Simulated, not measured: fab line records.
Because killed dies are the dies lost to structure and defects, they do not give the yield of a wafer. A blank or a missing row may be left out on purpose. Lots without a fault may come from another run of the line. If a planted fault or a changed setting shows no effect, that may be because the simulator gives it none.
Which tool was responsible?	flow nand harc	6 lots, 18 wafers sampled, at 5 steps of a route of 1159

== WHAT THE GAUGES READ, wafer by wafer ==
NHARC_END_SORT_01.
lot	measured	on	killed at array
L369	day 24 20:16	prober-01	149 147 148

== WHICH TOOL RAN EACH LOT (tool, then ch and the chambers of the sampled wafers, then the start) ==
lot	NHARC_A_CONTACT_ETCH_132	NHARC_A_BONDPAD_STRIP_15	NHARC_A_BONDPAD_ETCH_24	NHARC_A_BONDPAD_DEGAS_25
L352	har cap etch-02 ch 0,1, day 17 03:12	rie diel-04 ch 0,3, day 18 10:08	rie diel-04 ch 2,3, day 18 10:45 or earlier	pvd sputter-02, day 18 10:45
L354	har cap etch-03 ch 0,1, day 18 06:04	rie diel-04 ch 1,2,3, day 19 16:37	rie diel-04 ch 2,3, day 19 17:08 or earlier	pvd sputter-02, day 19 17:08
L356	har cap etch-03 ch 0,1, day 18 18:16	rie diel-04 ch 1,2,3, day 19 23:37	rie diel-04 ch 1,2,3, day 20 00:11 or earlier	pvd sputter-03, day 20 00:11
L359	har cap etch-01 ch 0, day 19 11:35	rie diel-11 ch 1,2,3, day 20 18:50	rie diel-11 ch 1,2,3, day 20 19:22 or earlier	pvd sputter-03, day 20 19:22
L365	har cap etch-01 ch 0,1, day 20 08:48	rie diel-04 ch 0,1,2, day 21 21:36	rie diel-04 ch 0,1, day 21 22:08 or earlier	pvd sputter-01, day 21 22:08
L369	har cap etch-03 ch 0,1, day 22 07:01	rie diel-04 ch 0,1,3, day 23 11:16	rie diel-04 ch 1,2, day 23 11:49 or earlier	pvd sputter-03, day 23 11:49
- NHARC_A_CONTACT_ETCH_132: etches the open film in C4F8/O2/Ar, time 156 s, target depth 958 nm.
- NHARC_A_BONDPAD_STRIP_15: strips in O2.
- NHARC_A_BONDPAD_ETCH_24: etches the open film in CF4/N2, target depth 30 nm, time 72.99 s.
- NHARC_A_BONDPAD_DEGAS_25: time 60 s.

== THE ANSWER, worked out from the rows above alone ==
Rule: usual is defined by the lots themselves. The widest of any qualifying gaps counts: lots, ordered by their means at a reading, are off when they make up no more than a third of the lots, leave a main group of 4 or more, and stand apart from it by 3 or more times the standard deviation of that group's means. Not used: any main group whose means are identical at the precision the tables above print for the reading. A lot without any number at a reading at which 4 lots or more have one is off too. The other lots that the step has rows for count as sound.
No lot is off on any of the readings shown, so nothing can be concluded from this.

== WHAT HAD BEEN PUT IN BY THE SIMULATOR ==
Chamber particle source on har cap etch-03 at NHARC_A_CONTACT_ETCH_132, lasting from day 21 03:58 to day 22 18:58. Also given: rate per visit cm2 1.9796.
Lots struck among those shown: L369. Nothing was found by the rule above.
